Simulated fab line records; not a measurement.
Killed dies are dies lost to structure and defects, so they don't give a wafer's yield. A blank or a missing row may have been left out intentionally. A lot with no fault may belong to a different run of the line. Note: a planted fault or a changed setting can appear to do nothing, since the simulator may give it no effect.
Struck lot and sound lot, side by side	flow n5 finfet	38 out of 1938 route steps
Sound: the wafers L395.3, L395.4, L395.6. Wafers L400.1, L400.5 were the ones struck. At the end, the cause is stated.
Order at every step that has rows: each side's tool, ch and its chambers, its first start. Under that, the readings that differ: sound wafers	struck wafers	difference of the means	sigmas: that difference in standard deviations of wafers without a fault.
alike: same words and numbers on both sides, and readings whose means sit less than 2 such deviations apart. not compared: any withheld reading, any reading some wafer has no value for, any bound like >300 that may hide the same value, and any number with overlapping values for which the record gives no deviation.
The two part at a step that has a row with sigmas, a row that says differs or no value, or rows on one side only. Non-overlapping numbers with no deviation appear without sigmas and do not part them. A reading that every wafer of one side lacks parts them only if that side has two wafers or more.

first, 9 steps without rows for these wafers: N5_BEOL_M9_DESCUM_33 (chemistry O2, time 7 s); N5_BEOL_M9_ETCH_76 (etches underlayer in N2/H2, target depth 6.5 nm, time 5.2 s); N5_BEOL_M9_ETCH_65 (etches SiARC in CF4, target depth 15.6 nm, time 26 s); N5_BEOL_M9_ETCH_66 (etches SOC in N2/H2, target depth 80 nm, overetch 16 nm, time 120 s); N5_BEOL_M9_STRIP_69 (strips in N2/H2); N5_BEOL_M9_STRIP_77 (strips in N2/H2); N5_BEOL_M9_VIA_ETCH_34 (etches SiCOH lowk in C4F6/O2, target depth 182.4 nm, time 68.4 s); N5_BEOL_M9_STRIP_73 (strips in C4F6/O2); N5_BEOL_M9_STRIP_36 (strips in N2/H2).
N5_BEOL_M9_TRENCH_ETCH_37: etches SiCOH lowk in C4F6/O2, target depth 151.43 nm, time 49 s.
  sound on rie diel-01 ch 1,2, day 11 15:11; struck on rie diel-01 ch 1,3, day 12 17:37
reading	sound	struck	difference	sigmas
model.etch.depth nm (nm)	153.7 157.6 156.1	129 134.1	-24	
model.BEOL_M9.feature depth nm (nm)	153.8 157.6 156	129 134.2	-24	
model.TiN_of_BEOL_M9_HM_DEP_02.thk nm (nm)	15.8 15.8 15.6	16.6 16.2	+0.7	
  alike: drypump motor current A, oes product au, rf fwd power W, rf vpp V, showerhead plenum p Torr, throttle valve pct
  not compared: rf hours counter h
then, 2 steps without rows for these wafers: N5_BEOL_M9_ETCH_41 (etches SiCN in CH3F/O2, target depth 36.6 nm, time 70.1 s); N5_BEOL_M9_STRIP_80 (strips in N2/H2, time 10 s).
N5_BEOL_M9_OCD_MEAS_38:
  sound on ocd-02 at day 11 15:22; struck on ocd-02 at day 12 17:47
reading	sound	struck	difference	sigmas
trench depth nm (nm)	154 157 156	130 134	-24	-8
then, 13 steps without rows for these wafers: N5_BEOL_M9_HM_STRIP_39 (strips TiN in peroxide tin strip, target depth 25 nm, time 158 s); N5_BEOL_M9_SRD_40 (time 30 s); N5_BEOL_M9_PRECLEAN_42 (cleans in residue remover, time 60 s); N5_BEOL_M9_SRD_43 (time 30 s); N5_BEOL_M9_CURE_72 (cures SiCOH lowk, time 120 s); N5_BEOL_M9_DEGAS_44 (time 60 s); N5_BEOL_M9_PRE_CLEAN_45 (time 30 s); N5_BEOL_M9_ALD_74 (deposits TaN, target thk 2 nm, pulse time 2 s, purge time 3 s); N5_BEOL_M9_SURFACE_TREAT_79; N5_BEOL_M9_CVD_78 (deposits Co from CCTBA/H2, target thk 2 nm, time 138.9 s); N5_BEOL_M9_SPUTTER_48 (material Cu, target thk 12 nm, time 2 s); N5_BEOL_M9_ECD_50 (material Cu, target thk 318 nm); N5_BEOL_M9_ANNEAL_51 (time 90 s).
N5_BEOL_M9_CMP_52: polishes, stops on SiCOH lowk, t overpolish 7 s, target thk 140 nm.
  sound on cmp-02 ch 0,2,3, day 11 17:20; struck on cmp-04 ch 0,1, day 12 22:55
reading	sound	struck	difference	sigmas
model.Cu_of_BEOL_M9_ECD_50.thk nm (nm)	141.4 148.6 144.8	122.4 123.6	-21.9	
  alike: barrier field endpoint s, clearing platen rpm, edge zone pressure frac, motor current A, overpolish run s, slurry flow ml min, time to endpoint s
  not compared: pad life wafers
N5_BEOL_M9_THK_MEAS_53: measures by xrf.
  sound on film metro-01 at day 11 17:36; struck on film metro-01 at day 12 23:05
reading	sound	struck	difference	sigmas
M9_THK (nm)	140 148 144	124 125	-20	-5
then, 2 steps without rows for these wafers: N5_BEOL_M9_PRE_CLEAN_55 (time 15 s); N5_BEOL_M9_DEP_56 (deposits SiCN from 3MS/NH3, target thk 15 nm, time 26.5 s).
N5_BEOL_M9_RS_MEAS_57: measures by four-point-probe.
  sound on film metro-02 at day 11 17:46; struck on film metro-02 at day 12 23:14
reading	sound	struck	difference	sigmas
M9_RS (ohm/sq)	0.150 0.141 0.145	0.175 0.173	+0.029	+7
then, 5 steps without rows for these wafers: N5_BEOL_M10_ILD_DEP_00 (deposits SiCOH lowk from DEMS/porogen, target thk 308.51 nm, time 58 s); N5_BEOL_M10_CURE_71 (cures SiCOH lowk, time 240 s); N5_BEOL_M10_PECVD_70 (deposits SiO2 from TEOS/O2, target thk 20 nm, time 22.7 s); N5_BEOL_M10_HM_DEP_02 (deposits TiN, target thk 20 nm); N5_BEOL_M10_COAT_59 (time 60 s, resist thk 100 nm).
N5_BEOL_M15_RC_MEAS_101:
  sound on prober-02 ch 0, day 13 15:22; struck on prober-02 ch 0, day 14 16:21
reading	sound	struck	difference	sigmas
SERP_M9 (ohm/um)	2.96 2.79 2.94	3.54 3.47	+0.61	+6
SERP_M9_max_site (ohm/um)	3.04 2.85 3.00	3.65 3.58	+0.65	+6
  alike: COMB_M10, COMB_M11, COMB_M12, COMB_M13, COMB_M14, COMB_M15, COMB_M15_max_site, COMB_M5, COMB_M6, COMB_M7, COMB_M8, COMB_M9, SERP_M10, SERP_M10_max_site, SERP_M11, SERP_M12, SERP_M13, SERP_M14, SERP_M5, SERP_M6, SERP_M6_max_site, SERP_M7, SERP_M8
N5_PASSIVATION_PROBE_49:
  the record holds rows for the sound wafers here (prober-01, day 14 06:23) but none for the struck ones

WHERE THEY PART
Last at N5_PASSIVATION_PROBE_49 as far as this record goes, first at N5_BEOL_M9_OCD_MEAS_38.

WHY: what had been put in by the simulator
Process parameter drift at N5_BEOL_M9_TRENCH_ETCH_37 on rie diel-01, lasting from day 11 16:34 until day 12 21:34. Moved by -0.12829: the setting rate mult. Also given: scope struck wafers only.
